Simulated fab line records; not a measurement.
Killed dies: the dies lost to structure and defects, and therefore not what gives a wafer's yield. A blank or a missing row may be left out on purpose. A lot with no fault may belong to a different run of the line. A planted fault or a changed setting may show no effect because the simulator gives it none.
fab line records	flow nandHarc
record lots=24	wafers=72	lastDay=34
route steps=1302 shown A_CHANNEL_HOLE_D1@473 A_CHANNEL_FILL_D1@495 A_CHANNEL_HOLE_D2@592 A_CHANNEL_FILL_D2@613
lots that met no fault: from a run of the same line without faults
startH: the number of hours between the record's first day and the start of the first shown wafer of the lot	waitH: hours since the lot's step before	" repeats the value in the row above	L1.1+2: a single row standing in for several wafers	- either no value or no given start	* or withheld: withheld	< > ~ a bound
route shown NAME@n: names a module that has steps shown in the file, with the first one's number in the route	usual: mean/standard deviation taken from wafers without a fault	same: alike in all rows	chamber/n: place in a boat	sites: the reading at each site	_std_site: their standard deviation	_edge_site: inner sites' mean taken away from outer sites' mean	radiusMm: how far each site lies from the wafer's centre	mask NAME#n: copy n	behind: the last tool/chamber to shape the wafer	hold: reason for holding the lot/hours on hold/outcome of the hold	device: transistor that didn't switch, given as n, p or np	end of line: at the end of the route, the tests of the same wafers	a step without rows: its recipe alone	killed: not the wafer's yield, but the dies lost to structure and defects at the first sort	map: a wafer's dies, marking killed ones x, the rest . and places with no die _
set.NAME: the setting that was run; set.NAME@STEP: the one run at that earlier step	model.NAME: the simulator's own value behind a step, which no gauge read
route steps across a sampled set of lots; one table per step, one row per wafer
services: the hour from which a tool's chamber was out of use, counted from the record's first day as startH (under 0 if before that day), plus the number of hours and why
## steps
# step NHARC_A_CHANNEL_HOLE_D1_ETCH_21
# recipe biasV=3000	sourceW=withheld	pressureMtorr=20	timeS=514.3	arFlowSccm=375	c4f8FlowSccm=89.3	o2FlowSccm=35.7	tempC=-20	targetDepthA=16000	chemistry=C4F8/O2/Ar
# usual drypumpMotorCurrentA=5.85/0.15	showerheadPlenumPTorr=3.60/0.14	throttleValvePct=32.156/0.0089
lot.wafer	tool	chamber	startH	waitH	drypumpMotorCurrentA	rfHoursCounterH	showerheadPlenumPTorr	throttleValvePct
L074.2	harEtch-02	1	176.76	0.3	5.63	275	3.43	32.161
L074.1	"	0	"	"	5.91	291	3.57	32.161
L074.4	"	1	"	"	5.66	-	3.43	32.154
L076.2	harEtch-01	1	192.94	0.3	5.72	92	3.54	32.157
L076.1	"	0	"	"	6.03	92	3.73	32.157
L076.4	"	1	"	"	5.72	-	3.54	32.148
L075.2	harEtch-02	0	194.93	0.3	5.92	303	3.56	32.158
L075.1	"	1	"	"	5.66	287	3.43	32.158
L075.5	"	1	"	"	5.67	-	3.43	32.161
L077.1	harEtch-01	1	208.16	0.3	5.75	103	3.54	32.163
L077.2	"	0	"	"	6.03	103	3.72	32.154
L077.4	"	0	"	"	6.03	-	3.72	32.152
L078.2	harEtch-01	0	216.61	0.3	6.01	107	3.72	32.149
L078.4	"	1	"	"	5.75	-	3.53	32.158
L078.5	"	1	"	"	5.72	-	3.53	32.170
L079.2	harEtch-01	1	227.47	0.3	5.72	115	3.53	32.148
L079.1	"	0	"	"	5.98	115	3.72	32.153
L079.4	"	1	"	"	5.75	-	3.53	32.141
L080.2	harEtch-01	1	236.38	0.3	5.73	122	3.53	32.158
L080.3	"	0	"	"	6.03	-	3.71	32.157
L080.5	"	0	"	"	6.00	-	3.71	32.153
L081.4	harEtch-01	0	254.66	0.3	6.01	-	3.71	32.146
L081.5	"	1	"	"	5.74	-	3.52	32.166
L081.6	"	0	"	"	6.03	-	3.71	32.166
L083.2	harEtch-01	1	268.07	0.3	5.75	134	3.52	32.135
L083.3	"	1	"	"	5.75	-	3.52	32.164
L083.5	"	0	"	"	6.02	-	3.71	32.170
L082.4	harEtch-02	0	270.12	0.3	5.94	-	3.54	32.154
L082.6	"	0	"	"	5.93	-	3.54	32.147
L082.5	"	1	"	"	5.65	-	3.41	32.153
L084.1	harEtch-01	1	283.63	0.3	5.74	146	3.51	32.160
L084.2	"	0	"	"	6.02	146	3.70	32.157
L084.6	"	1	"	"	5.74	-	3.51	32.134
L086.1	harEtch-01	0	296.03	0.3	6.03	153	3.70	32.152
L086.3	"	0	"	"	6.04	-	3.70	32.153
L086.4	"	1	"	"	5.67	-	3.51	32.159
L085.2	harEtch-02	0	296.99	0.3	5.93	363	3.53	32.156
L085.3	"	1	"	"	5.64	-	3.40	32.165
L085.6	"	0	"	"	5.92	-	3.53	32.151
L087.4	harEtch-01	0	304.51	0.3	6.03	-	3.69	32.180
L087.5	"	1	"	"	5.73	-	3.51	32.146
L087.6	"	0	"	"	5.99	-	3.69	32.173
L089.1	harEtch-02	0	323.51	0.5	5.92	375	3.52	32.143
L089.2	"	0	"	"	5.94	-	3.52	32.151
L089.4	"	0	"	"	5.90	-	3.52	32.169
L088.2	harEtch-01	0	324.54	0.3	6.03	169	3.69	32.152
L088.4	"	1	"	"	5.70	-	3.50	32.155
L088.5	"	0	"	"	6.01	-	3.69	32.163
L090.1	harEtch-01	1	340.56	0.3	5.69	184	3.49	32.147
L090.3	"	0	"	"	6.00	-	3.68	32.155
L090.4	"	1	"	"	5.69	-	3.49	32.143
L092.2	harEtch-01	1	357.90	0.3	5.75	188	3.49	32.150
L092.3	"	1	"	"	5.76	-	3.49	32.162
L092.5	"	1	"	"	5.74	-	3.49	32.158
L091.2	harEtch-02	0	358.15	0.3	5.93	398	3.51	32.165
L091.3	"	0	"	"	5.91	-	3.51	32.151
L091.6	"	0	"	"	5.92	-	3.51	32.150
L093.2	harEtch-01	0	374.46	0.3	6.02	199	3.67	32.157
L093.3	"	0	"	"	6.01	-	3.67	32.155
L093.6	"	0	"	"	6.03	-	3.67	32.146
L094.1	harEtch-02	1	374.72	0.3	5.69	378	3.92	32.162
L094.4	"	1	"	"	5.65	-	3.92	32.137
L094.3	"	0	"	"	5.95	-	3.51	32.160
L095.2	harEtch-01	1	389.42	0.3	5.71	207	3.48	32.159
L095.4	"	0	"	"	6.03	-	3.67	32.161
L095.5	"	1	"	"	5.73	-	3.48	32.149
L096.2	harEtch-02	0	400.04	0.3	5.95	0	3.93	32.161
L096.4	"	0	"	"	5.93	-	3.93	32.143
L096.6	"	1	"	"	5.64	-	3.92	32.150
L097.1	harEtch-01	1	419.66	0.3	5.74	233	3.47	32.148
L097.3	"	1	"	"	5.68	-	3.47	32.150
L097.5	"	0	"	"	5.99	-	3.65	32.157
# step NHARC_A_CHANNEL_FILL_D1_ALD_15
# recipe targetThkA=20	pulseTimeS=60	aldCycles=19	tempC=630	pressureTorr=2	material=SiNx
# usual precursorPulseHeightRel=0.999/0.021
lot.wafer	tool	chamber	startH	waitH	precursorPulseHeightRel
L074.1	aldSinBatch-03	0	-	-	1.036
L074.2	"	0	"	"	1.012
L074.4	"	0	"	"	0.994
L075.1	aldSinBatch-02	0	-	-	1.001
L075.2	"	0	"	"	1.009
L075.5	"	0	"	"	0.992
L076.1	aldSinBatch-02	0	-	-	1.011
L076.2	"	0	"	"	0.970
L076.4	"	0	"	"	1.005
L077.1	aldSinBatch-02	0	-	-	0.987
L077.2	"	0	"	"	0.996
L077.4	"	0	"	"	1.021
L078.2	aldSinBatch-02	0	-	-	1.014
L078.4	"	0	"	"	0.981
L078.5	"	0	"	"	1.001
L079.1	aldSinBatch-03	0	-	-	1.036
L079.2	"	0	"	"	0.988
L079.4	"	0	"	"	1.000
L080.2	aldSinBatch-02	0	-	-	0.980
L080.3	"	0	"	"	0.970
L080.5	"	0	"	"	1.008
L081.4	aldSinBatch-03	0	-	-	0.987
L081.5	"	0	"	"	0.990
L081.6	"	0	"	"	1.007
L082.4	aldSinBatch-03	0	-	-	0.982
L082.5	"	0	"	"	1.027
L082.6	"	0	"	"	0.971
L083.2	aldSinBatch-03	0	-	-	1.022
L083.3	"	0	"	"	0.966
L083.5	"	0	"	"	1.011
L084.1	aldSinBatch-02	0	-	-	0.996
L084.2	"	0	"	"	0.968
L084.6	"	0	"	"	0.998
L085.2	aldSinBatch-01	0	-	-	1.041
L085.3	"	0	"	"	0.949
L085.6	"	0	"	"	0.998
L086.1	aldSinBatch-01	0	-	-	0.977
L086.3	"	0	"	"	0.991
L086.4	"	0	"	"	1.015
L087.4	aldSinBatch-02	0	-	-	0.988
L087.5	"	0	"	"	1.022
L087.6	"	0	"	"	1.005
L088.2	aldSinBatch-02	0	-	-	1.009
L088.4	"	0	"	"	0.988
L088.5	"	0	"	"	0.995
L089.1	aldSinBatch-02	0	-	-	1.008
L089.2	"	0	"	"	0.989
L089.4	"	0	"	"	1.030
L090.1	aldSinBatch-03	0	-	-	0.988
L090.3	"	0	"	"	1.025
L090.4	"	0	"	"	0.969
L091.2	aldSinBatch-01	0	-	-	1.021
L091.3	"	0	"	"	0.966
L091.6	"	0	"	"	0.979
L092.2	aldSinBatch-01	0	-	-	1.037
L092.3	"	0	"	"	0.988
L092.5	"	0	"	"	0.979
L093.2	aldSinBatch-02	0	-	-	1.026
L093.3	"	0	"	"	1.016
L093.6	"	0	"	"	1.001
L094.1	aldSinBatch-02	0	-	-	0.986
L094.3	"	0	"	"	1.018
L094.4	"	0	"	"	0.962
L095.2	aldSinBatch-02	0	-	-	1.015
L095.4	"	0	"	"	0.978
L095.5	"	0	"	"	0.988
L096.2	aldSinBatch-02	0	-	-	1.005
L096.4	"	0	"	"	0.968
L096.6	"	0	"	"	1.028
L097.1	aldSinBatch-01	0	-	-	0.994
L097.3	"	0	"	"	0.994
L097.5	"	0	"	"	1.020
# step NHARC_A_CHANNEL_HOLE_D2_ETCH_20
# recipe biasV=3000	sourceW=withheld	pressureMtorr=20	timeS=361.9	arFlowSccm=375	c4f8FlowSccm=89.3	o2FlowSccm=35.7	tempC=-20	targetDepthA=16000	chemistry=C4F8/O2/Ar
# usual drypumpMotorCurrentA=5.82/0.15	showerheadPlenumPTorr=3.69/0.2	throttleValvePct=32.154/0.0082
lot.wafer	tool	chamber	startH	waitH	drypumpMotorCurrentA	rfHoursCounterH	showerheadPlenumPTorr	throttleValvePct
L074.2	harEtch-02	1	290.15	0.1	5.60	344	3.40	32.165
L074.1	"	0	"	"	5.91	359	3.53	32.149
L074.4	"	1	"	"	5.64	-	3.40	32.166
L075.2	harEtch-02	1	304.94	0.1	5.65	351	3.40	32.164
L075.1	"	0	"	"	5.92	367	3.53	32.153
L075.5	"	0	"	"	5.94	-	3.53	32.160
L076.1	harEtch-01	0	308.12	0.1	6.02	161	3.69	32.156
L076.2	"	1	"	"	5.74	161	3.51	32.151
L076.4	"	0	"	"	6.02	-	3.69	32.156
L077.2	harEtch-02	0	315.93	0.1	5.90	371	3.53	32.143
L077.1	"	1	"	"	5.64	355	3.39	32.156
L077.4	"	0	"	"	5.90	-	3.53	32.149
L078.2	harEtch-01	1	328.47	0.1	5.75	172	3.50	32.153
L078.4	"	1	"	"	5.71	-	3.50	32.161
L078.5	"	1	"	"	5.76	-	3.50	32.158
L079.2	harEtch-02	1	339.22	0.1	5.68	359	3.93	32.153
L079.1	"	0	"	"	5.92	390	3.52	32.142
L079.4	"	1	"	"	5.66	-	3.93	32.143
L080.2	harEtch-02	1	350.05	0.1	5.65	363	3.93	32.161
L080.3	"	1	"	"	5.65	-	3.93	32.155
L080.5	"	1	"	"	5.67	-	3.93	32.156
L081.4	harEtch-01	1	365.70	0.2	5.70	-	3.49	32.155
L081.6	"	0	"	"	5.99	-	3.67	32.152
L081.5	"	1	"	"	5.77	-	3.49	32.152
L082.4	harEtch-01	1	378.50	0.2	5.74	-	3.48	32.158
L082.5	"	0	"	"	6.02	-	3.67	32.159
L082.6	"	1	"	"	5.71	-	3.48	32.148
L083.2	harEtch-02	0	378.55	0.1	5.93	413	3.51	32.154
L083.3	"	1	"	"	5.69	-	3.92	32.162
L083.5	"	0	"	"	5.91	-	3.51	32.162
L084.1	harEtch-01	0	402.29	0.1	6.04	218	3.66	32.161
L084.2	"	1	"	"	5.73	218	3.48	32.154
L084.6	"	1	"	"	5.75	-	3.48	32.169
L085.2	harEtch-02	1	405.59	0.1	5.62	4	3.92	32.156
L085.3	"	0	"	"	5.92	-	3.93	32.159
L085.6	"	0	"	"	5.94	-	3.93	32.134
L087.4	harEtch-01	1	406.55	0.2	5.71	-	3.47	32.156
L087.5	"	1	"	"	5.71	-	3.47	32.153
L087.6	"	0	"	"	6.02	-	3.66	32.158
L086.1	harEtch-02	0	409.75	0.1	5.92	8	3.93	32.148
L086.3	"	1	"	"	5.61	-	3.91	32.149
L086.4	"	0	"	"	5.91	-	3.93	32.147
L089.1	harEtch-02	0	428.30	0.1	5.98	19	3.92	32.149
L089.2	"	1	"	"	5.67	19	3.91	32.161
L089.4	"	1	"	"	5.68	-	3.91	32.170
L088.2	harEtch-01	1	428.55	0.1	5.74	237	3.47	32.144
L088.4	"	0	"	"	6.00	-	3.65	32.152
L088.5	"	1	"	"	5.76	-	3.47	32.138
L090.1	harEtch-02	1	454.59	0.1	5.65	34	3.90	32.148
L090.3	"	1	"	"	5.67	-	3.90	32.157
L090.4	"	0	"	"	5.91	-	3.91	32.156
L091.2	harEtch-02	1	467.25	0.1	5.60	42	3.89	32.149
L091.3	"	1	"	"	5.64	-	3.89	32.168
L091.6	"	1	"	"	5.65	-	3.89	32.144
L092.2	harEtch-01	1	468.31	0.1	5.75	263	3.45	32.164
L092.3	"	0	"	"	6.01	-	3.64	32.155
L092.5	"	0	"	"	6.03	-	3.64	32.165
L093.2	harEtch-01	0	482.08	0.1	6.02	271	3.63	32.162
L093.3	"	1	"	"	5.76	-	3.45	32.162
L093.6	"	0	"	"	6.03	-	3.63	32.154
L094.1	harEtch-02	0	483.94	0.1	5.94	53	3.90	32.143
L094.3	"	1	"	"	5.66	-	3.89	32.155
L094.4	"	0	"	"	5.92	-	3.90	32.162
L095.2	harEtch-02	0	503.50	0.1	5.95	61	3.90	32.153
L095.4	"	1	"	"	5.65	-	3.88	32.149
L095.5	"	0	"	"	5.94	-	3.90	32.173
L096.2	harEtch-01	0	507.30	0.1	6.02	282	3.63	32.159
L096.4	"	0	"	"	6.02	-	3.63	32.156
L096.6	"	0	"	"	6.03	-	3.63	32.154
L097.1	harEtch-02	0	528.66	0.1	5.91	73	3.89	32.151
L097.3	"	1	"	"	5.67	-	3.88	32.155
L097.5	"	1	"	"	5.69	-	3.88	32.133
# step NHARC_A_CHANNEL_HOLE_D2_ETCH_22
# recipe biasV=3000	sourceW=withheld	pressureMtorr=20	timeS=666.7	arFlowSccm=375	c4f8FlowSccm=89.3	o2FlowSccm=35.7	tempC=-20	targetDepthA=16000	chemistry=C4F8/O2/Ar
# usual drypumpMotorCurrentA=5.83/0.15	showerheadPlenumPTorr=3.68/0.2	throttleValvePct=32.155/0.009
lot.wafer	tool	chamber	startH	waitH	drypumpMotorCurrentA	rfHoursCounterH	showerheadPlenumPTorr	throttleValvePct
L074.2	harEtch-02	1	290.91	0.4	5.67	344	3.40	32.155
L074.1	"	0	"	"	5.94	360	3.53	32.155
L074.4	"	1	"	"	5.67	-	3.40	32.151
L075.2	harEtch-02	1	305.70	0.4	5.65	352	3.39	32.171
L075.1	"	0	"	"	5.94	368	3.53	32.162
L075.5	"	0	"	"	5.92	-	3.53	32.149
L076.1	harEtch-01	0	308.88	0.4	6.01	162	3.69	32.150
L076.2	"	1	"	"	5.72	162	3.51	32.165
L076.4	"	0	"	"	5.99	-	3.69	32.151
L077.2	harEtch-02	0	316.70	0.4	5.90	372	3.53	32.147
L077.1	"	1	"	"	5.66	356	3.39	32.144
L077.4	"	0	"	"	5.93	-	3.53	32.158
L078.2	harEtch-01	1	329.27	0.4	5.72	173	3.50	32.143
L078.4	"	1	"	"	5.74	-	3.50	32.151
L078.5	"	1	"	"	5.70	-	3.50	32.174
L079.2	harEtch-02	1	339.98	0.4	5.63	360	3.93	32.154
L079.1	"	0	"	"	5.95	391	3.52	32.154
L079.4	"	1	"	"	5.67	-	3.93	32.159
L080.2	harEtch-02	1	350.81	0.4	5.64	364	3.93	32.152
L080.3	"	1	"	"	5.67	-	3.93	32.162
L080.5	"	1	"	"	5.65	-	3.93	32.167
L081.4	harEtch-01	1	366.58	0.4	5.74	-	3.49	32.162
L081.6	"	0	"	"	6.00	-	3.67	32.168
L081.5	"	1	"	"	5.73	-	3.49	32.147
L083.2	harEtch-02	0	379.31	0.4	5.94	414	3.50	32.157
L083.3	"	1	"	"	5.69	-	3.92	32.145
L083.5	"	0	"	"	5.92	-	3.50	32.155
L082.4	harEtch-01	1	379.37	0.4	5.73	-	3.48	32.150
L082.5	"	0	"	"	6.04	-	3.67	32.153
L082.6	"	1	"	"	5.71	-	3.48	32.144
L084.1	harEtch-01	0	403.03	0.4	6.00	219	3.66	32.153
L084.2	"	1	"	"	5.71	219	3.47	32.169
L084.6	"	1	"	"	5.72	-	3.48	32.170
L085.2	harEtch-02	1	406.38	0.4	5.64	5	3.92	32.157
L085.3	"	0	"	"	5.92	-	3.93	32.155
L085.6	"	0	"	"	5.92	-	3.93	32.152
L087.4	harEtch-01	1	407.38	0.4	5.72	-	3.47	32.166
L087.5	"	1	"	"	5.74	-	3.47	32.163
L087.6	"	0	"	"	6.04	-	3.66	32.169
L086.1	harEtch-02	0	410.54	0.4	5.92	9	3.93	32.142
L086.3	"	1	"	"	5.66	-	3.91	32.159
L086.4	"	0	"	"	5.92	-	3.93	32.145
L089.1	harEtch-02	0	429.05	0.4	5.91	20	3.92	32.161
L089.2	"	1	"	"	5.66	20	3.91	32.155
L089.4	"	1	"	"	5.66	-	3.91	32.145
L088.2	harEtch-01	1	429.35	0.4	5.72	238	3.47	32.165
L088.4	"	0	"	"	6.02	-	3.65	32.158
L088.5	"	1	"	"	5.73	-	3.47	32.138
L090.1	harEtch-02	1	455.35	0.4	5.64	35	3.90	32.144
L090.3	"	1	"	"	5.63	-	3.90	32.152
L090.4	"	0	"	"	5.94	-	3.91	32.175
L091.2	harEtch-02	1	468.00	0.4	5.66	43	3.89	32.167
L091.3	"	1	"	"	5.65	-	3.89	32.151
L091.6	"	1	"	"	5.65	-	3.89	32.151
L092.2	harEtch-01	1	469.12	0.4	5.70	264	3.45	32.149
L092.3	"	0	"	"	6.04	-	3.64	32.156
L092.5	"	0	"	"	6.01	-	3.64	32.146
L093.2	harEtch-01	0	482.84	0.4	5.98	272	3.63	32.148
L093.3	"	1	"	"	5.72	-	3.45	32.159
L093.6	"	0	"	"	6.02	-	3.63	32.144
L094.1	harEtch-02	0	484.74	0.4	5.93	54	3.90	32.146
L094.3	"	1	"	"	5.63	-	3.89	32.152
L094.4	"	0	"	"	5.94	-	3.90	32.160
L095.2	harEtch-02	0	504.30	0.4	5.94	62	3.90	32.167
L095.4	"	1	"	"	5.70	-	3.88	32.140
L095.5	"	0	"	"	5.93	-	3.90	32.161
L096.2	harEtch-01	0	508.06	0.4	6.02	283	3.63	32.154
L096.4	"	0	"	"	6.03	-	3.63	32.158
L096.6	"	0	"	"	6.00	-	3.63	32.147
L097.1	harEtch-02	0	529.42	0.4	5.95	73	3.89	32.150
L097.3	"	1	"	"	5.60	-	3.88	32.148
L097.5	"	1	"	"	5.65	-	3.88	32.166
# step NHARC_A_CHANNEL_FILL_D2_ALD_03
# recipe targetThkA=60	pulseTimeS=60	aldCycles=58	tempC=630	pressureTorr=2	material=SiNx
# usual precursorPulseHeightRel=1.000/0.023
lot.wafer	tool	chamber	startH	waitH	precursorPulseHeightRel
L074.1	aldSinBatch-03	0	-	-	0.981
L074.2	"	0	"	"	1.012
L074.4	"	0	"	"	1.003
L075.1	aldSinBatch-03	0	-	-	0.955
L075.2	"	0	"	"	1.004
L075.5	"	0	"	"	1.006
L076.1	aldSinBatch-01	0	-	-	0.962
L076.2	"	0	"	"	1.000
L076.4	"	0	"	"	1.011
L077.1	aldSinBatch-02	0	-	-	0.995
L077.2	"	0	"	"	0.963
L077.4	"	0	"	"	0.984
L078.2	aldSinBatch-01	0	-	-	0.997
L078.4	"	0	"	"	0.974
L078.5	"	0	"	"	0.997
L079.1	aldSinBatch-01	0	-	-	0.973
L079.2	"	0	"	"	1.024
L079.4	"	0	"	"	1.006
L080.2	aldSinBatch-02	0	-	-	0.976
L080.3	"	0	"	"	1.000
L080.5	"	0	"	"	0.999
L081.4	aldSinBatch-03	0	-	-	1.040
L081.5	"	0	"	"	1.005
L081.6	"	0	"	"	1.011
L082.4	aldSinBatch-01	0	-	-	1.008
L082.5	"	0	"	"	1.007
L082.6	"	0	"	"	1.004
L083.2	aldSinBatch-01	0	-	-	0.980
L083.3	"	0	"	"	0.983
L083.5	"	0	"	"	1.020
L084.1	aldSinBatch-02	0	-	-	1.031
L084.2	"	0	"	"	1.004
L084.6	"	0	"	"	0.952
L085.2	aldSinBatch-01	0	-	-	0.982
L085.3	"	0	"	"	1.024
L085.6	"	0	"	"	0.996
L087.4	aldSinBatch-01	0	-	-	1.039
L087.5	"	0	"	"	1.011
L087.6	"	0	"	"	0.999
L086.1	aldSinBatch-01	0	-	-	1.012
L086.3	"	0	"	"	1.022
L086.4	"	0	"	"	1.029
L088.2	aldSinBatch-03	0	-	-	0.995
L088.4	"	0	"	"	0.952
L088.5	"	0	"	"	0.990
L089.1	aldSinBatch-03	0	-	-	1.005
L089.2	"	0	"	"	1.001
L089.4	"	0	"	"	0.994
L090.1	aldSinBatch-01	0	-	-	1.006
L090.3	"	0	"	"	1.001
L090.4	"	0	"	"	0.996
L091.2	aldSinBatch-02	0	-	-	1.003
L091.3	"	0	"	"	1.049
L091.6	"	0	"	"	1.009
L092.2	aldSinBatch-02	0	-	-	1.027
L092.3	"	0	"	"	0.992
L092.5	"	0	"	"	0.986
L093.2	aldSinBatch-01	0	-	-	1.047
L093.3	"	0	"	"	1.008
L093.6	"	0	"	"	0.976
L094.1	aldSinBatch-01	0	-	-	1.013
L094.3	"	0	"	"	1.025
L094.4	"	0	"	"	0.943
L095.2	aldSinBatch-03	0	-	-	0.983
L095.4	"	0	"	"	0.983
L095.5	"	0	"	"	1.042
L096.2	aldSinBatch-02	0	-	-	0.992
L096.4	"	0	"	"	0.982
L096.6	"	0	"	"	1.007
L097.1	aldSinBatch-01	0	-	-	1.027
L097.3	"	0	"	"	1.007
L097.5	"	0	"	"	1.049
# step NHARC_A_CHANNEL_FILL_D2_ALD_14
# recipe targetThkA=25	pulseTimeS=10	aldCycles=25	tempC=300	material=SiO2
# usual heaterPowerW=469/56	precursorPulseHeightRel=1.001/0.021
lot.wafer	tool	chamber	startH	waitH	heaterPowerW	precursorPulseHeightRel	sinceWetCleanH
L074.2	aldHk-02	1	304.15	0.7	545	1.012	124
L074.1	"	2	"	"	531	0.998	124
L074.4	"	3	"	"	398	1.022	124
L075.1	aldHk-01	1	317.79	0.0	551	1.027	5
L075.2	"	3	"	"	423	0.985	5
L075.5	"	2	"	"	445	1.003	-
L076.1	aldHk-01	1	323.30	1.9	565	1.017	10
L076.2	"	2	"	"	444	1.017	10
L076.4	"	3	"	"	422	0.982	10
L077.1	aldHk-04	2	330.50	0.1	442	1.018	65
L077.4	"	3	"	"	442	1.029	65
L077.2	"	0	"	"	477	0.979	66
L078.4	aldHk-04	3	341.72	0.1	434	1.036	77
L078.2	"	1	"	"	503	0.983	77
L078.5	"	3	"	"	450	1.004	-
L079.1	aldHk-04	1	352.11	0.1	489	0.994	87
L079.2	"	2	"	"	454	0.999	87
L079.4	"	3	"	"	455	0.953	87
L080.2	aldHk-02	3	363.15	0.0	392	1.026	2
L080.3	"	0	"	"	489	1.033	2
L080.5	"	0	"	"	493	1.009	-
L081.4	aldHk-01	0	378.37	0.0	381	1.001	65
L081.6	"	0	"	"	373	0.999	-
L081.5	"	1	"	"	563	1.029	-
L082.4	aldHk-04	1	391.16	0.0	500	1.037	126
L082.5	"	1	"	"	510	0.997	-
L082.6	"	2	"	"	455	1.006	-
L083.3	aldHk-01	0	391.24	0.1	380	1.029	78
L083.2	"	1	"	"	580	1.013	78
L083.5	"	3	"	"	432	1.009	-
L084.2	aldHk-01	1	415.16	0.1	569	1.015	102
L084.1	"	2	"	"	432	1.009	102
L084.6	"	0	"	"	383	1.015	-
L085.2	aldHk-02	2	418.30	0.0	528	0.982	57
L085.3	"	3	"	"	394	0.955	57
L085.6	"	3	"	"	388	1.027	-
L087.4	aldHk-02	1	418.52	0.3	504	1.001	57
L087.5	"	1	"	"	518	0.989	-
L087.6	"	2	"	"	525	0.965	-
L086.3	aldHk-04	0	422.56	0.0	485	1.010	157
L086.4	"	1	"	"	511	1.023	158
L086.1	"	3	"	"	452	0.975	158
L089.4	aldHk-01	1	441.16	0.1	563	1.024	128
L089.2	"	2	"	"	432	0.976	128
L089.1	"	3	"	"	435	0.976	128
L088.2	aldHk-01	3	441.35	0.3	433	1.010	128
L088.4	"	0	"	"	388	1.005	128
L088.5	"	0	"	"	377	0.980	-
L090.4	aldHk-02	0	467.35	0.0	507	1.021	106
L090.3	"	2	"	"	532	0.977	106
L090.1	"	3	"	"	378	1.013	106
L091.2	aldHk-01	1	480.11	0.1	563	1.008	167
L091.3	"	0	"	"	386	1.015	167
L091.6	"	1	"	"	582	1.011	-
L092.2	aldHk-04	0	480.12	0.1	460	1.005	36
L092.3	"	2	"	"	433	1.034	36
L092.5	"	3	"	"	470	1.019	-
L093.2	aldHk-02	0	494.92	0.1	493	0.964	134
L093.3	"	2	"	"	541	0.988	134
L093.6	"	0	"	"	499	0.975	-
L094.1	aldHk-02	1	495.11	0.3	516	0.997	134
L094.4	"	2	"	"	525	1.038	134
L094.3	"	0	"	"	504	0.981	134
L095.4	aldHk-01	2	516.28	0.1	478	1.017	25
L095.2	"	0	"	"	380	1.015	25
L095.5	"	2	"	"	471	0.996	-
L096.2	aldHk-01	1	520.07	0.0	555	1.045	29
L096.4	"	0	"	"	383	0.998	29
L096.6	"	1	"	"	551	0.972	-
L097.1	aldHk-04	3	541.00	0.0	474	1.011	97
L097.3	"	0	"	"	472	1.017	97
L097.5	"	3	"	"	457	1.038	-
## services
tool	chamber	startH	hours	kind
harEtch-02	1	158.90	-	consumableReplace:focusRing
harEtch-02	1	158.90	17.0	scheduledDown
harEtch-02	1	158.90	17.0	ventCycle
aldHk-02	-	170.02	10.0	pm
aldHk-04	-	255.17	10.0	pm
aldSinBatch-02	-	266.00	26.0	pm
aldHk-04	-	271.32	0.8	repair
aldHk-01	-	303.25	10.0	pm
harEtch-02	1	320.00	-	consumableReplace:showerhead
harEtch-02	1	320.00	17.0	scheduledDown
harEtch-02	1	320.00	17.0	ventCycle
harEtch-02	-	382.62	17.0	pm
harEtch-02	0	382.62	17.0	ventCycle
harEtch-02	1	382.62	17.0	ventCycle
harEtch-02	0	399.62	-	clean
harEtch-02	0	399.62	-	consumableReplace:focusRing
harEtch-02	0	399.62	-	consumableReplace:showerhead
harEtch-02	1	399.62	-	clean
harEtch-02	1	399.62	-	consumableReplace:focusRing
aldSinBatch-03	-	408.55	15.4	repair
aldHk-01	-	481.25	10.0	pm
aldSinBatch-01	-	506.00	26.0	pm
aldHk-02	-	529.26	10.0	pm
aldHk-04	-	538.66	0.6	repair
## key
fault none
